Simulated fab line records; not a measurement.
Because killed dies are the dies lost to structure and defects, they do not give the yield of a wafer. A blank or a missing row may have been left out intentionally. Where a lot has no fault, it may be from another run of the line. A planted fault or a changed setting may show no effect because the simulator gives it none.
Matching of chambers + flow nand harc + 3 sister chambers for NHARC_THIN_TSV_DEP_43 on pecvd-04
The step deposits SiO2, target thk 1328.5 nm. 6 wafers are shown with their chamber, then 7 later ones without.

== WAFERS WITH THEIR CHAMBER ==
| wafer  | chamber | throttle valve pct (%) |
|--------|---------|------------------------|
| L231.3 | 2       | 15.6                   |
| L232.2 | 0       | 14.5                   |
| L232.5 | 1       | 16.4                   |
| L232.6 | 2       | 15.8                   |
| L233.1 | 1       | 16.5                   |
| L233.5 | 0       | 14.9                   |

== WAFERS WITH NO CHAMBER GIVEN ==
| wafer  | throttle valve pct (%) |
|--------|------------------------|
| L233.6 | 16.5                   |
| L245.3 | 16.4                   |
| L245.4 | 16.3                   |
| L245.5 | 16.4                   |
| L248.1 | 16.0                   |
| L248.3 | 15.2                   |
| L248.6 | 16.1                   |

== THE CHAMBER EACH PASSED THROUGH ==
| wafer  | from the rows above     | in truth                   |
|--------|-------------------------|----------------------------|
| L233.6 | 1                       | 1                          |
| L245.3 | 1                       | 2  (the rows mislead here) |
| L245.4 | 1                       | 1                          |
| L245.5 | 1                       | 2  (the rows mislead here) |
| L248.1 | can't be placed: 2 or 1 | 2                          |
| L248.3 | can't be placed: 0 or 2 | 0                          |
| L248.6 | can't be placed: 1 or 2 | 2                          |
2 of 7 placed correctly. Cannot be placed on the basis of these rows: 3; the candidates contain the true chamber in 3. Number placed wrongly: 2.
How it was worked out, from the rows above alone: a wafer's distance from a chamber is the root of the sum, over the readings, of the square of ((its reading less the chamber's mean) divided by the reading's scatter). If the next closest chamber is less than 2 further off than the closest, the wafer can't be placed; otherwise it belongs to the closest. A chamber's mean is the mean of its shown wafers. The scatter: take each reading less its chamber's mean, square it, sum over the shown wafers, divide by the number of wafers less the number of chambers, and take the root.
